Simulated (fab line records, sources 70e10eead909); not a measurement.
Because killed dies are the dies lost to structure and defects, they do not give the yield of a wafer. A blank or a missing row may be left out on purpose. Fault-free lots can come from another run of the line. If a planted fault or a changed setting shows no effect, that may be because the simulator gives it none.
fab line records | flow nand-harc
[record] lots = 14 wafers = 42 last-day = 24
route steps=1159 shown A_CONTACT@868
lots with no fault: from the same line, run without faults
start-h: hours from the record's first day to the start of the lot's first wafer shown | wait-h: hours since the lot's step before | " same as the row above | L1.1+2: a row that stands for several wafers | - no value, or no start given | * or withheld: withheld | < > ~ a bound
route shown NAME@n: names a module that has steps shown in the file, with the first one's number in the route | usual: the fault-free wafers' mean and standard deviation | same: alike in all rows | chamber/n: place in a boat | sites: each site's reading | _std_site: standard deviation across them | _edge_site: inner sites' mean taken away from outer sites' mean | radius-mm: for every site, how far away it sits from the centre of the wafer | mask NAME#n: copy n | behind: the last tool/chamber to shape the wafer | hold: what put the lot on hold/how long, in hours/how the hold closed | device: the transistor (n, p or np) that didn't switch | end of line: tests run on the same wafers once the route is complete | a step with no rows: only its recipe | killed: dies that structure and defects cost at the first sort, which is not the same as the wafer's yield | map: a wafer's dies, marking killed ones x, the rest . and places with no die _
set.NAME: setting as actually run; set.NAME@STEP: the setting as run at that earlier step | model.NAME: the simulator's own value behind a step, which no gauge read
a sample of lots followed through the steps of the route, with each step as a table and each wafer as a row
services: a tool's chamber out of use, with start hour (start-h, from the record's first day; less than 0 if before it), hours out, and reason
[[steps]]
[step NHARC_A_CONTACT_ETCH_117]
[recipe] source-w = withheld pressure-mtorr = 20 bias-v = 3000 time-s = 94 target-depth-a = 9220 ar-flow-sccm = withheld c4f8-flow-sccm = withheld o2-flow-sccm = withheld chemistry = C4F8/O2/Ar
[usual] chamber-pressure-mTorr = 19.999/0.017 oes-air-line-au = 0.998/0.019
// columns lot.wafer tool chamber start-h wait-h chamber-pressure-mTorr oes-air-line-au rf-hours-counter-h
L404.3 har-cap-etch-01 0 369.19 0.1 19.966 0.996 -
L404.4 " 1 " " 19.978 1.034 -
L404.5 " 0 " " 19.999 1.020 -
L403.2 har-cap-etch-01 1 372.91 0.1 19.992 1.015 57
L403.6 " 0 " " 19.980 1.003 -
L403.5 " 1 " " 20.002 1.005 -
L406.1 har-cap-etch-02 1 379.61 0.1 20.010 1.012 9
L406.4 " 0 " " 20.012 0.983 -
L406.3 " 1 " " 19.985 0.999 -
L409.4 har-cap-etch-03 1 409.93 0.1 19.989 1.020 -
L409.3 " 0 " " 19.988 0.995 -
L409.5 " 1 " " 20.002 1.031 -
L413.2 har-cap-etch-03 0 439.37 0.1 19.986 0.977 92
L413.4 " 0 " " 19.959 0.972 -
L413.5 " 0 " " 19.981 0.962 -
L414.1 har-cap-etch-01 1 444.12 0.1 19.985 0.978 69
L414.4 " 0 " " 19.992 1.030 -
L414.6 " 1 " " 20.025 0.977 -
L418.3 har-cap-etch-03 1 455.09 0.1 19.992 0.984 -
L418.4 " 0 " " 19.965 1.014 -
L418.6 " 0 " " 20.007 0.981 -
L417.1 har-cap-etch-02 0 455.79 0.1 20.019 0.969 25
L417.4 " 0 " " 19.947 1.001 -
L417.6 " 0 " " 19.989 0.961 -
L419.2 har-cap-etch-01 1 473.23 0.1 20.002 0.977 74
L419.4 " 1 " " 20.008 1.027 -
L419.5 " 1 " " 20.015 1.018 -
L423.1 har-cap-etch-01 0 494.72 0.1 19.991 0.984 77
L423.4 " 1 " " 20.015 0.999 -
L423.5 " 1 " " 20.005 0.976 -
L421.1 har-cap-etch-02 1 497.77 0.1 19.993 1.003 32
L421.3 " 0 " " 20.002 1.031 -
L421.6 " 1 " " 19.978 0.986 -
L424.2 har-cap-etch-01 1 500.73 0.1 19.970 1.028 78
L424.3 " 1 " " 19.981 1.005 -
L424.6 " 0 " " 20.016 1.012 -
L425.2 har-cap-etch-02 1 505.46 0.1 19.992 0.998 33
L425.3 " 1 " " 20.006 0.986 -
L425.4 " 0 " " 20.048 1.011 -
L426.1 har-cap-etch-01 1 510.72 0.1 19.997 0.985 81
L426.2 " 0 " " 19.977 0.995 81
L426.4 " 0 " " 19.995 1.014 -
[step NHARC_A_CONTACT_ETCH_118]
[recipe] source-w = withheld pressure-mtorr = 20 bias-v = 3000 time-s = 94 target-depth-a = 9220 ar-flow-sccm = withheld c4f8-flow-sccm = withheld o2-flow-sccm = withheld chemistry = C4F8/O2/Ar
[usual] chamber-pressure-mTorr = 20.000/0.015 oes-air-line-au = 0.998/0.021
// columns lot.wafer tool chamber start-h wait-h chamber-pressure-mTorr oes-air-line-au rf-hours-counter-h
L404.3 har-cap-etch-01 0 369.28 0.1 19.986 0.985 -
L404.4 " 1 " " 19.999 0.972 -
L404.5 " 0 " " 19.979 1.012 -
L403.2 har-cap-etch-01 1 373.00 0.1 19.979 1.018 58
L403.6 " 0 " " 19.978 1.054 -
L403.5 " 1 " " 20.018 1.016 -
L406.1 har-cap-etch-02 1 379.71 0.1 19.995 0.998 9
L406.4 " 0 " " 19.994 0.988 -
L406.3 " 1 " " 20.034 0.973 -
L409.4 har-cap-etch-03 1 410.02 0.1 19.996 1.004 -
L409.3 " 0 " " 19.982 0.991 -
L409.5 " 1 " " 19.984 1.019 -
L413.2 har-cap-etch-03 0 439.46 0.1 19.975 0.987 92
L413.4 " 0 " " 19.992 0.997 -
L413.5 " 0 " " 20.022 0.998 -
L414.1 har-cap-etch-01 1 444.21 0.1 19.980 0.998 69
L414.4 " 0 " " 20.016 0.962 -
L414.6 " 1 " " 19.982 1.002 -
L418.3 har-cap-etch-03 1 455.18 0.1 20.005 1.029 -
L418.4 " 0 " " 20.009 1.019 -
L418.6 " 0 " " 19.994 1.030 -
L417.1 har-cap-etch-02 0 455.88 0.1 19.998 0.995 25
L417.4 " 0 " " 19.979 0.969 -
L417.6 " 0 " " 20.024 0.966 -
L419.2 har-cap-etch-01 1 473.32 0.1 19.988 1.058 74
L419.4 " 1 " " 19.966 1.002 -
L419.5 " 1 " " 20.018 1.025 -
L423.1 har-cap-etch-01 0 494.81 0.1 20.006 1.022 77
L423.4 " 1 " " 20.000 1.058 -
L423.5 " 1 " " 20.013 1.022 -
L421.1 har-cap-etch-02 1 497.86 0.1 19.989 0.968 32
L421.3 " 0 " " 19.992 1.008 -
L421.6 " 1 " " 19.994 0.952 -
L424.2 har-cap-etch-01 1 500.82 0.1 19.993 1.006 78
L424.3 " 1 " " 20.011 0.999 -
L424.6 " 0 " " 19.993 0.987 -
L425.2 har-cap-etch-02 1 505.55 0.1 20.006 1.037 33
L425.3 " 1 " " 19.990 1.039 -
L425.4 " 0 " " 20.015 0.996 -
L426.1 har-cap-etch-01 1 510.81 0.1 19.992 1.003 81
L426.2 " 0 " " 19.999 0.979 81
L426.4 " 0 " " 20.010 0.956 -
[step NHARC_A_CONTACT_ETCH_123]
[recipe] source-w = withheld pressure-mtorr = 20 bias-v = 400 time-s = 253 target-depth-a = 10900 ar-flow-sccm = withheld c4f8-flow-sccm = 11.5 o2-flow-sccm = 7.2 chemistry = C4F8/O2/Ar
[usual] chamber-pressure-mTorr = 19.999/0.018 oes-air-line-au = 1.002/0.019
// columns lot.wafer tool chamber start-h wait-h chamber-pressure-mTorr oes-air-line-au rf-hours-counter-h
L404.3 har-cap-etch-01 0 369.81 0.2 19.993 0.991 -
L404.4 " 1 " " 19.998 0.979 -
L404.5 " 0 " " 19.987 0.996 -
L403.2 har-cap-etch-01 1 373.49 0.1 20.029 0.995 58
L403.6 " 0 " " 20.005 1.005 -
L403.5 " 1 " " 19.989 0.987 -
L406.1 har-cap-etch-02 1 380.20 0.1 20.001 0.988 9
L406.4 " 0 " " 20.003 1.026 -
L406.3 " 1 " " 20.001 1.007 -
L409.4 har-cap-etch-03 1 410.56 0.2 20.026 0.984 -
L409.3 " 0 " " 20.008 1.031 -
L409.5 " 1 " " 19.965 1.025 -
L413.2 har-cap-etch-03 0 439.96 0.1 19.989 1.007 93
L413.4 " 0 " " 20.009 1.008 -
L413.5 " 0 " " 19.968 1.008 -
L414.1 har-cap-etch-01 1 444.66 0.1 20.017 0.963 70
L414.4 " 0 " " 19.961 1.001 -
L414.6 " 1 " " 19.978 0.991 -
L418.3 har-cap-etch-03 1 455.71 0.2 20.022 0.982 -
L418.4 " 0 " " 19.987 0.954 -
L418.6 " 0 " " 19.988 0.947 -
L417.1 har-cap-etch-02 0 456.37 0.1 19.976 0.983 26
L417.4 " 0 " " 19.980 0.993 -
L417.6 " 0 " " 19.984 0.992 -
L419.2 har-cap-etch-01 1 473.77 0.1 20.004 0.987 74
L419.4 " 1 " " 19.998 1.011 -
L419.5 " 1 " " 20.017 1.001 -
L423.1 har-cap-etch-01 0 495.30 0.1 20.001 1.019 78
L423.4 " 1 " " 20.018 1.010 -
L423.5 " 1 " " 20.002 1.015 -
L421.1 har-cap-etch-02 1 498.35 0.1 19.981 1.019 32
L421.3 " 0 " " 20.000 1.025 -
L421.6 " 1 " " 20.016 0.979 -
L424.2 har-cap-etch-01 1 501.28 0.1 20.007 1.005 79
L424.3 " 1 " " 19.993 1.010 -
L424.6 " 0 " " 20.009 0.986 -
L425.2 har-cap-etch-02 1 506.00 0.1 19.978 0.971 33
L425.3 " 1 " " 20.039 0.991 -
L425.4 " 0 " " 19.995 1.000 -
L426.1 har-cap-etch-01 1 511.26 0.1 19.954 1.004 81
L426.2 " 0 " " 19.996 1.000 81
L426.4 " 0 " " 19.953 1.017 -
[step NHARC_A_CONTACT_ETCH_90]
[recipe] target-depth-a = 400 over-etch-frac = 0.5 time-s = 85.7 ion-energy-ev = 120 ch3f-flow-sccm = 50 o2-flow-sccm = 30 ar-flow-sccm = 200 rf-w = 500 bias-w = 100 chemistry = CH3F/O2
[usual] bias-w = 100.0/0.3 ch3f-flow-sccm = 50.01/0.16 drypump-motor-current-A = 5.59/0.26 oes-product-au = 0.96/0.038 rf-fwd-power-W = 496.0/1.7 rf-vpp-V = 244.3/1.6 showerhead-plenum-p-Torr = 2.46/0.091 throttle-valve-pct = 20.664/0.0099
// columns lot.wafer tool chamber start-h wait-h bias-w ch3f-flow-sccm drypump-motor-current-A oes-product-au rf-fwd-power-W rf-hours-counter-h rf-vpp-V showerhead-plenum-p-Torr throttle-valve-pct
L404.3 rie-diel-02 2 370.34 0.5 99.9 50.19 6.21 1.00 494.2 16 245.0 2.56 20.666
L404.4 " 1 " " 100.2 50.01 5.81 1.00 497.1 - 243.9 2.42 20.670
L404.5 " 2 " " 100.1 50.47 6.20 1.01 497.5 - 245.5 2.56 20.642
L403.2 rie-diel-12 2 374.08 0.5 100.6 49.99 5.86 0.92 494.6 31 242.8 2.37 20.664
L403.6 " 0 " " 100.1 49.97 5.54 0.93 497.7 - 244.7 2.57 20.654
L403.5 " 2 " " 100.9 49.73 5.87 0.91 490.9 - 242.3 2.37 20.654
L406.4 rie-diel-04 0 380.76 0.4 99.7 50.09 5.38 0.92 493.9 28 243.0 2.38 20.658
L406.1 " 1 " " 99.9 50.19 5.59 0.92 497.3 27 247.0 2.63 20.656
L406.3 " 3 " " 100.4 49.86 5.79 0.92 496.4 29 245.5 2.52 20.662
L409.4 rie-diel-02 0 411.08 0.5 99.5 49.88 5.64 0.92 496.0 33 245.3 2.58 20.683
L409.3 " 1 " " 100.1 49.98 5.86 0.93 496.3 32 243.7 2.42 20.672
L409.5 " 3 " " 100.1 49.82 4.91 0.94 495.9 - 243.7 2.42 20.671
L413.4 rie-diel-12 3 440.50 0.4 - - - - - - - - -
L413.2 " 1 " " - - - - - - - - -
L413.5 " 3 " " - - - - - - - - -
L414.4 rie-diel-12 3 445.28 0.4 - - - - - - - - -
L414.1 " 0 " " - - - - - - - - -
L414.6 " 3 " " - - - - - - - - -
L418.3 rie-diel-12 2 456.23 0.5 100.2 49.96 5.88 0.92 492.1 13 244.3 2.36 20.676
L418.4 " 3 " " 100.1 49.99 5.39 0.92 493.6 13 242.8 2.36 20.664
L418.6 " 1 " " 99.6 50.00 5.78 0.92 498.2 - 243.5 2.43 20.665
L417.1 rie-diel-12 3 456.92 0.5 100.2 50.07 5.44 1.01 497.2 13 241.8 2.36 20.654
L417.4 " 2 " " 99.6 50.09 5.85 1.00 494.7 13 243.2 2.36 20.661
L417.6 " 3 " " 100.1 50.13 5.41 0.99 496.2 - 242.8 2.36 20.692
L419.2 rie-diel-12 1 474.39 0.6 100.0 49.84 5.81 0.96 498.8 15 244.0 2.43 20.663
L419.4 " 2 " " 100.2 49.88 5.87 0.94 495.9 15 242.3 2.36 20.659
L419.5 " 1 " " 99.8 50.04 5.78 0.96 496.1 - 243.9 2.43 20.667
L423.1 rie-diel-04 1 495.85 0.5 100.2 49.88 5.57 1.00 495.0 6 246.5 2.61 20.667
L423.4 " 2 " " 99.8 50.26 5.08 1.00 497.5 6 246.1 2.45 20.667
L423.5 " 2 " " 100.1 49.92 5.09 1.01 499.4 - 244.3 2.45 20.673
L421.3 rie-diel-12 3 499.06 0.6 100.1 50.15 5.46 1.00 495.0 18 244.0 2.36 20.655
L421.1 " 1 " " 99.9 50.06 5.81 1.01 495.9 19 244.1 2.43 20.649
L421.6 " 0 " " 100.4 49.61 5.53 1.00 497.9 - 244.9 2.56 20.677
L424.2 rie-diel-12 2 501.88 0.6 100.1 49.96 5.88 1.01 495.2 18 242.6 2.36 20.666
L424.3 " 0 " " 99.9 50.00 5.52 0.93 499.2 20 244.6 2.56 20.654
L424.6 " 1 " " 100.0 50.12 5.75 0.93 497.0 - 244.0 2.43 20.665
L425.3 rie-diel-12 0 506.61 0.4 99.5 50.09 5.51 0.93 496.2 20 245.6 2.56 20.664
L425.4 " 1 " " 100.2 50.34 5.80 0.93 497.1 21 243.5 2.43 20.670
L425.2 " 2 " " 100.0 50.23 5.86 0.93 492.3 20 243.9 2.36 20.662
L426.1 rie-diel-04 0 511.87 0.6 99.9 49.98 5.38 1.00 494.1 14 244.0 2.36 20.661
L426.4 " 2 " " 99.9 49.92 5.07 1.00 496.9 12 243.2 2.44 20.666
L426.2 " 3 " " 100.3 50.31 5.75 0.99 495.4 14 244.7 2.50 20.670
[[services]]
// columns tool chamber start-h hours kind
rie-diel-12 0 359.17 - clean
rie-diel-12 1 359.17 - clean
rie-diel-12 2 359.17 - clean
rie-diel-12 3 359.17 - clean
rie-diel-04 1 359.93 2.0 repair
rie-diel-02 3 366.58 10.0 repair
rie-diel-12 - 379.56 9.0 pm
rie-diel-12 0 379.56 9.0 vent-cycle
rie-diel-12 1 379.56 9.0 vent-cycle
rie-diel-12 2 379.56 9.0 vent-cycle
rie-diel-12 3 379.56 9.0 vent-cycle
har-cap-etch-01 - 381.60 1.5 repair
rie-diel-12 0 388.56 - clean
rie-diel-02 3 445.76 3.6 repair
har-cap-etch-03 - 451.41 0.4 repair
har-cap-etch-01 - 459.29 2.5 repair
rie-diel-04 1 463.98 8.4 repair
rie-diel-04 - 466.09 9.0 pm
rie-diel-02 - 491.24 0.7 repair
har-cap-etch-03 - 492.75 0.6 repair
rie-diel-12 2 493.22 6.1 repair
rie-diel-12 3 493.55 2.2 repair
rie-diel-02 3 495.51 2.1 repair
rie-diel-02 - 505.39 9.0 pm
[[key]]
[first-sign] step = NHARC_A_CONTACT_ETCH_90 reading = tool-record direction = missing
effect none on later readings
met-at NHARC_A_CONTACT_ETCH_90
struck-lots L413,L414
later-rows-left-out L413.2,L413.4,L413.5,L414.1,L414.4,L414.6
sort-left-out L413.2,L413.4,L413.5,L414.1,L414.4,L414.6
tester-left-out L413,L414
not-acting-at NHARC_A_CONTACT_ETCH_117,NHARC_A_CONTACT_ETCH_118,NHARC_A_CONTACT_ETCH_123
onset-between 374.08 440.50
[fault] kind = skipped-step-whole tool = rie-diel-12 chamber = - onset-h = 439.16 steps = NHARC_A_CONTACT_ETCH_90 scope = struck-lots-only
// tester-left-out: of these lots the tester's yield and bins aren't shown, on N5 and GAA mostly nor the transistor test; their killed dies are dies lost to structure and defects alone, not to doping, threshold or leakage, so they don't give the yield
// sort-left-out: the simulated sort isn't trusted on such a fault, so these wafers' sort isn't shown, and their yield isn't known
// later-rows-left-out: the simulator's readings of these wafers behind a module that went badly wrong aren't trusted and aren't shown, but for the sort
